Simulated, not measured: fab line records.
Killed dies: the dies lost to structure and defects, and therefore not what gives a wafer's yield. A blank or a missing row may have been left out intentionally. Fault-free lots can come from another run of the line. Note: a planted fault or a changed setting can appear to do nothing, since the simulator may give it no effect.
Which tool is to blame?    flow n5 finfet    69 wafers from 23 lots sampled at 6 of the route's 1938 steps

## WHAT THE GAUGES SHOWED, per wafer
Not one reading of a measure or inspect step in the record can be checked against a usual standard deviation.

## EACH LOT AND THE TOOL THAT RAN IT (in order: tool; ch and the chambers of the sampled wafers; start)
lot   N5_BEOL_M3_ETCH_63                  N5_BEOL_M3_HM_OPEN_17              N5_BEOL_M3_ETCH_69                  N5_BEOL_M3_VIA_ETCH_34              N5_BEOL_M3_SURFACE_TREAT_85   N5_BEOL_M3_ANNEAL_49
L074  rie diel-05 ch 0,2,3, day 6 21:26   rie metal-03 ch 0, day 6 21:40     rie diel-05 ch 0,2,3, day 6 22:24   rie diel-06 ch 1,2,3, day 6 23:06   pvd sputter-02, day 6 23:56   pvd sputter-02, day 7 00:15
L076  rie diel-05 ch 0,1,2, day 7 03:23   rie metal-02 ch 1, day 7 03:35     rie diel-06 ch 0,2,3, day 7 04:25   rie diel-06 ch 2,3, day 7 07:05     pvd sputter-01, day 7 08:26   pvd sputter-03, day 7 08:50
L075  rie diel-06 ch 0,2,3, day 7 11:45   rie metal-02 ch 0,1, day 7 11:58   rie diel-03 ch 0,1,2, day 7 12:40   rie diel-05 ch 2,3, day 7 13:00     pvd sputter-01, day 7 14:55   pvd sputter-01, day 7 15:28
L077  rie diel-06 ch 0,2,3, day 7 20:43   rie metal-02 ch 0,1, day 7 20:56   rie diel-05 ch 0,3, day 7 21:52     rie diel-05 ch 0,3, day 7 23:04     pvd sputter-03, day 8 00:42   pvd sputter-03, day 8 01:01
L078  rie diel-05 ch 1,2,3, day 8 14:37   rie metal-03 ch 0,1, day 8 14:49   rie diel-06 ch 0,1,2, day 8 15:29   rie diel-06 ch 0,1,2, day 8 18:53   pvd sputter-03, day 8 20:09   pvd sputter-03, day 8 20:31
L079  rie diel-03 ch 1,2,3, day 8 14:46   rie metal-01 ch 0,1, day 8 14:58   rie diel-06 ch 0,1,2, day 8 15:46   rie diel-05 ch 0,1, day 8 18:59     pvd sputter-03, day 8 20:11   pvd sputter-02, day 8 20:55
L080  rie diel-03 ch 2,3, day 8 19:34     rie metal-01 ch 0, day 8 19:46     rie diel-05 ch 0,3, day 8 20:26     rie diel-06 ch 0,2, day 8 23:48     pvd sputter-02, day 9 02:53   pvd sputter-02, day 9 03:13
L083  rie diel-03 ch 0,3, day 9 08:54     rie metal-03 ch 1, day 9 09:06     rie diel-03 ch 1,3, day 9 09:47     rie diel-05 ch 1,2, day 9 11:44     pvd sputter-03, day 9 12:53   pvd sputter-01, day 9 13:29
L082  rie diel-03 ch 1,3, day 9 13:03     rie metal-02 ch 0,1, day 9 13:14   rie diel-05 ch 1,2, day 9 14:06     rie diel-06 ch 1,2,3, day 9 19:07   pvd sputter-01, day 9 20:51   pvd sputter-02, day 9 22:09
L081  rie diel-03 ch 1,2,3, day 9 14:38   rie metal-03 ch 0,1, day 9 14:52   rie diel-05 ch 0,1,2, day 9 15:38   rie diel-03 ch 1,3, day 9 18:01     pvd sputter-03, day 9 19:57   pvd sputter-02, day 9 20:19
L084  rie diel-05 ch 0,1,3, day 9 18:57   rie metal-03 ch 0,1, day 9 19:09   rie diel-06 ch 0,1,3, day 9 19:57   rie diel-03 ch 0,2,3, day 10 06:21  pvd sputter-01, day 10 08:34  pvd sputter-02, day 10 09:02
L086  rie diel-05 ch 0,1,3, day 10 12:23  rie metal-03 ch 0,1, day 10 12:37  rie diel-05 ch 0,1, day 10 13:28    rie diel-05 ch 1,2, day 10 17:44    pvd sputter-03, day 10 18:55  pvd sputter-03, day 10 21:02
L089  rie diel-06 ch 1,2,3, day 10 23:01  rie metal-02 ch 0,1, day 10 23:14  rie diel-06 ch 1,2,3, day 11 00:01  rie diel-06 ch 1,3, day 11 02:06    pvd sputter-02, day 11 03:08  pvd sputter-03, day 11 07:20
L087  rie diel-05 ch 1,2, day 11 03:35    rie metal-02 ch 0,1, day 11 03:47  rie diel-05 ch 1,3, day 11 04:28    rie diel-03 ch 0,1, day 11 07:22    pvd sputter-01, day 11 08:46  pvd sputter-02, day 11 09:11
L088  rie diel-05 ch 1,3, day 11 08:31    rie metal-02 ch 0, day 11 08:43    rie diel-06 ch 0,3, day 11 09:31    rie diel-05 ch 0,1,2, day 11 13:31  pvd sputter-03, day 11 14:45  pvd sputter-03, day 11 15:16
L090  rie diel-03 ch 0,1,3, day 11 15:02  rie metal-03 ch 0,1, day 11 15:17  rie diel-05 ch 1,2,3, day 11 16:08  rie diel-06 ch 0,1,2, day 11 17:10  pvd sputter-02, day 11 18:06  pvd sputter-02, day 11 19:01
L091  rie diel-03 ch 0,1,3, day 11 15:20  rie metal-03 ch 0,1, day 11 15:32  rie diel-03 ch 0,3, day 11 16:17    rie diel-03 ch 0,1,3, day 11 20:55  pvd sputter-03, day 11 22:00  pvd sputter-03, day 11 22:31
L092  rie diel-05 ch 0,1,3, day 11 17:31  rie metal-01 ch 0,1, day 11 17:43  rie diel-03 ch 0,1, day 11 18:32    rie diel-03 ch 0,3, day 11 20:33    pvd sputter-03, day 11 21:53  pvd sputter-01, day 11 22:12
L093  rie diel-05 ch 2,3, day 12 01:10    rie metal-03 ch 0,1, day 12 01:21  rie diel-03 ch 2,3, day 12 02:02    rie diel-05 ch 2,3, day 12 03:10    pvd sputter-03, day 12 04:38  pvd sputter-03, day 12 04:59
L094  rie diel-03 ch 0,2,3, day 12 10:01  rie metal-03 ch 0,1, day 12 10:13  rie diel-03 ch 0,2,3, day 12 11:01  rie diel-03 ch 0,2,3, day 12 12:28  pvd sputter-01, day 12 13:35  pvd sputter-02, day 12 14:10
L095  rie diel-03 ch 0,1,3, day 12 13:54  rie metal-02 ch 0,1, day 12 14:06  rie diel-03 ch 0,1,2, day 12 14:54  rie diel-05 ch 1,2,3, day 12 20:37  pvd sputter-03, day 12 22:11  pvd sputter-03, day 12 22:33
L097  rie diel-03 ch 0,1,2, day 13 07:28  rie metal-03 ch 0,1, day 13 07:40  rie diel-03 ch 0,1,2, day 13 08:29  rie diel-05 ch 1,2, day 13 14:40    pvd sputter-02, day 13 16:05  pvd sputter-01, day 13 16:34
L096  rie diel-03 ch 0,1,2, day 13 10:42  rie metal-03 ch 0,1, day 13 10:56  rie diel-05 ch 1,2,3, day 13 11:51  rie diel-06 ch 0,2,3, day 13 19:14  pvd sputter-03, day 13 20:04  pvd sputter-03, day 13 20:38
- N5_BEOL_M3_ETCH_63: etches SiARC in CF4, target depth 15.6 nm, time 26 s.
- N5_BEOL_M3_HM_OPEN_17: chemistry Cl2/BCl3, target TiN, target depth 20 nm, overetch 6 nm.
- N5_BEOL_M3_ETCH_69: etches SiARC in CF4, target depth 15.6 nm, time 26 s.
- N5_BEOL_M3_VIA_ETCH_34: etches the open film in C4F6/O2, target depth 69.4 nm, time 65.9 s.
- N5_BEOL_M3_SURFACE_TREAT_85
- N5_BEOL_M3_ANNEAL_49: time 240 s.

## WHAT THE TOOLS THEMSELVES READ (means of the sampled wafers that have a number; where no wafer has one, the mark that the record gives instead)
N5_BEOL_M3_ETCH_63. Usual: drypump motor current A 5.4 A, standard deviation 0.44; etch rf on time s 26.0 s, standard deviation 0.44; oes product au 0.67 a.u., standard deviation 0.064; rf vpp V 184.1 V, standard deviation 1; showerhead plenum p Torr 2.14 Torr, standard deviation 0.04; throttle valve pct 15.59 %, standard deviation 0.26.
lot   tool         drypump motor current A (A)  etch rf on time s (s)  oes product au (a.u.)  rf vpp V (V)  showerhead plenum p Torr (Torr)  throttle valve pct (%)  flag
L074  rie diel-05  5.4                          26.0                   0.66                   184.5         2.15                             15.72                   
L076  rie diel-05  5.2                          26.1                   0.68                   183.5         2.13                             15.70                   
L075  rie diel-06  5.4                          26.2                   0.64                   184.2         2.13                             15.81                   
L077  rie diel-06  5.5                          26.1                   0.63                   184.1         2.13                             15.82                   
L078  rie diel-05  5.4                          26.1                   0.70                   183.2         2.13                             15.54                   
L079  rie diel-03  5.4                          25.9                   0.65                   184.2         2.17                             15.57                   
L080  rie diel-03  5.5                          26.1                   0.63                   185.0         2.17                             15.73                   
L083  rie diel-03  5.7                          25.7                   0.69                   184.3         2.13                             15.68                   
L082  rie diel-03  5.2                          26.0                   0.67                   184.8         2.15                             15.55                   
L081  rie diel-03  5.4                          26.1                   0.64                   184.5         2.17                             15.58                   
L084  rie diel-05  5.1                          26.2                   0.65                   183.9         2.12                             15.57                   
L086  rie diel-05  5.1                          26.1                   0.65                   183.5         2.12                             15.57                   
L089  rie diel-06  5.6                          25.6                   0.75                   183.8         2.17                             15.52                   
L087  rie diel-05  5.5                          25.7                   0.70                   184.3         2.13                             15.74                   
L088  rie diel-05  5.1                          26.2                   0.70                   183.4         2.10                             15.38                   
L090  rie diel-03  5.6                          25.9                   0.69                   184.4         2.13                             15.54                   
L091  rie diel-03  5.6                          25.6                   0.69                   183.5         2.13                             15.54                   
L092  rie diel-05  5.1                          26.4                   0.65                   183.8         2.11                             15.59                   
L093  rie diel-05  5.7                          26.0                   0.67                   184.2         2.15                             15.78                   
L094  rie diel-03  5.8                          25.9                   0.65                   184.7         2.15                             15.57                   
L095  rie diel-03  5.6                          25.4                   0.69                   183.4         2.13                             15.56                   
L097  rie diel-03  5.7                          26.2                   0.66                   184.1         2.15                             15.42                   
L096  rie diel-03  5.7                          25.9                   0.67                   183.3         2.15                             15.43                   

N5_BEOL_M3_HM_OPEN_17. Usual: drypump motor current A 5.9 A, standard deviation 0.41; oes product au 0.67 a.u., standard deviation 0.06; throttle valve pct 22.05 %, standard deviation 0.12.
lot   tool          drypump motor current A (A)  oes product au (a.u.)  throttle valve pct (%)  flag
L074  rie metal-03  5.6                          0.64                   21.89                   
L076  rie metal-02  6.1                          0.62                   22.10                   
L075  rie metal-02  5.8                          0.64                   21.99                   
L077  rie metal-02  5.8                          0.64                   21.99                   
L078  rie metal-03  5.9                          0.68                   22.01                   
L079  rie metal-01  5.3                          0.74                   22.08                   
L080  rie metal-01  5.3                          0.73                   22.10                   
L083  rie metal-03  6.5                          0.78                   22.19                   
L082  rie metal-02  5.9                          0.62                   22.07                   
L081  rie metal-03  6.1                          0.72                   22.10                   
L084  rie metal-03  6.2                          0.72                   22.11                   
L086  rie metal-03  6.2                          0.70                   22.12                   
L089  rie metal-02  5.8                          0.63                   22.00                   
L087  rie metal-02  5.8                          0.63                   21.99                   
L088  rie metal-02  5.6                          0.64                   21.95                   
L090  rie metal-03  6.2                          0.69                   22.12                   
L091  rie metal-03  6.2                          0.70                   22.12                   
L092  rie metal-01  5.3                          0.71                   22.06                   
L093  rie metal-03  6.2                          0.69                   22.12                   
L094  rie metal-03  6.2                          0.69                   22.13                   
L095  rie metal-02  5.8                          0.62                   22.01                   
L097  rie metal-03  6.2                          0.69                   22.13                   
L096  rie metal-03  5.9                          0.65                   22.03                   

N5_BEOL_M3_ETCH_69. Usual: drypump motor current A 5.5 A, standard deviation 0.41; etch rf on time s 25.9 s, standard deviation 0.45; oes product au 0.68 a.u., standard deviation 0.07; rf vpp V 184.2 V, standard deviation 1; showerhead plenum p Torr 2.14 Torr, standard deviation 0.048; throttle valve pct 15.60 %, standard deviation 0.25.
lot   tool         drypump motor current A (A)  etch rf on time s (s)  oes product au (a.u.)  rf vpp V (V)  showerhead plenum p Torr (Torr)  throttle valve pct (%)  flag
L074  rie diel-05  5.3                          26.2                   0.66                   184.8         2.15                             15.71                   
L076  rie diel-06  5.4                          25.9                   0.63                   184.1         2.13                             15.80                   
L075  rie diel-03  5.7                          25.7                   0.71                   183.4         2.16                             15.35                   
L077  rie diel-05  5.1                          26.3                   0.61                   184.5         2.13                             15.73                   
L078  rie diel-06  5.6                          25.6                   0.71                   183.5         2.19                             15.63                   
L079  rie diel-06  5.7                          25.9                   0.70                   184.2         2.19                             15.63                   
L080  rie diel-05  5.2                          26.6                   0.63                   184.4         2.14                             15.57                   
L083  rie diel-03  5.3                          25.8                   0.66                   184.0         2.15                             15.72                   
L082  rie diel-05  5.5                          25.5                   0.71                   183.6         2.13                             15.73                   
L081  rie diel-05  5.2                          25.7                   0.67                   183.6         2.12                             15.73                   
L084  rie diel-06  5.4                          26.1                   0.75                   185.1         2.17                             15.57                   
L086  rie diel-05  4.9                          25.9                   0.68                   183.4         2.09                             15.55                   
L089  rie diel-06  5.6                          25.4                   0.75                   184.8         2.17                             15.53                   
L087  rie diel-05  5.1                          26.3                   0.69                   184.1         2.10                             15.39                   
L088  rie diel-06  5.3                          25.5                   0.74                   183.7         2.11                             15.62                   
L090  rie diel-05  5.4                          26.0                   0.67                   184.2         2.13                             15.57                   
L091  rie diel-03  5.7                          25.6                   0.68                   183.3         2.12                             15.70                   
L092  rie diel-03  5.5                          25.8                   0.71                   184.1         2.14                             15.39                   
L093  rie diel-03  5.5                          26.1                   0.61                   183.9         2.16                             15.78                   
L094  rie diel-03  5.8                          25.9                   0.66                   184.0         2.15                             15.57                   
L095  rie diel-03  5.7                          26.0                   0.67                   183.7         2.15                             15.41                   
L097  rie diel-03  5.7                          25.8                   0.67                   184.7         2.15                             15.44                   
L096  rie diel-05  5.4                          26.2                   0.67                   183.3         2.12                             15.61                   

N5_BEOL_M3_VIA_ETCH_34. Usual: drypump motor current A 5.5 A, standard deviation 0.39; oes product au 0.79 a.u., standard deviation 0.08; rf vpp V 665 V, standard deviation 7; showerhead plenum p Torr 2.85 Torr, standard deviation 0.068; throttle valve pct 30.81 %, standard deviation 0.23.
lot   tool         drypump motor current A (A)  oes product au (a.u.)  rf vpp V (V)  showerhead plenum p Torr (Torr)  throttle valve pct (%)  flag
L074  rie diel-06  5.6                          0.72                   662           2.79                             30.89                   
L076  rie diel-06  5.6                          0.77                   664           2.85                             30.85                   
L075  rie diel-05  5.5                          0.79                   674           2.87                             30.79                   
L077  rie diel-05  5.1                          0.71                   667           2.84                             30.88                   
L078  rie diel-06  5.6                          0.82                   665           2.91                             30.84                   
L079  rie diel-05  4.9                          0.75                   662           2.80                             30.85                   
L080  rie diel-06  5.7                          0.76                   662           2.85                             30.87                   
L083  rie diel-05  5.2                          0.84                   668           2.80                             30.75                   
L082  rie diel-06  5.5                          0.90                   665           2.89                             30.75                   
L081  rie diel-03  5.3                          0.76                   661           2.85                             30.92                   
L084  rie diel-03  5.8                          0.78                   662           2.85                             30.70                   
L086  rie diel-05  5.5                          0.82                   665           2.83                             30.98                   
L089  rie diel-06  5.5                          0.91                   667           2.94                             30.73                   
L087  rie diel-03  5.5                          0.82                   666           2.84                             30.63                   
L088  rie diel-05  5.2                          0.78                   665           2.81                             30.92                   
L090  rie diel-06  5.7                          0.79                   664           2.90                             30.86                   
L091  rie diel-03  5.6                          0.81                   662           2.83                             30.78                   
L092  rie diel-03  5.9                          0.83                   659           2.81                             30.74                   
L093  rie diel-05  5.5                          0.77                   675           2.85                             30.83                   
L094  rie diel-03  5.8                          0.76                   661           2.85                             30.71                   
L095  rie diel-05  5.4                          0.79                   671           2.82                             30.81                   
L097  rie diel-05  5.2                          0.82                   668           2.79                             30.78                   
L096  rie diel-06  5.5                          0.79                   661           2.81                             30.88                   

N5_BEOL_M3_ANNEAL_49. Usual: heater power w 817 W, standard deviation 83.
lot   tool            heater power w (W)  flag
L074  pvd sputter-02  867                 
L076  pvd sputter-03  862                 
L075  pvd sputter-01  773                 
L077  pvd sputter-03  826                 
L078  pvd sputter-03  857                 
L079  pvd sputter-02  845                 
L080  pvd sputter-02  868                 
L083  pvd sputter-01  856                 
L082  pvd sputter-02  879                 
L081  pvd sputter-02  861                 
L084  pvd sputter-02  775                 
L086  pvd sputter-03  837                 
L089  pvd sputter-03  845                 
L087  pvd sputter-02  780                 
L088  pvd sputter-03  813                 
L090  pvd sputter-02  781                 
L091  pvd sputter-03  806                 
L092  pvd sputter-01  840                 
L093  pvd sputter-03  784                 
L094  pvd sputter-02  782                 
L095  pvd sputter-03  832                 
L097  pvd sputter-01  762                 
L096  pvd sputter-03  854                 

## THE ANSWER, worked out from the rows above alone
Rule: take the mean of a lot's wafers that have a number; if it is more than 3 standard deviations from the usual mean, the lot is off. A lot without any number at a reading at which 4 lots or more have one is off too. Any other lot the step has rows for is counted as sound. After the gauges, taken in route order, come the tools' own readings; for these a lot's mean is taken, as printed above. At the first step where some lot is off, the reading lying furthest off is the one used; lots without a number count as furthest.
No lot is off at any reading shown: from this, nothing can be told.

## WHAT HAD BEEN PUT IN BY THE SIMULATOR
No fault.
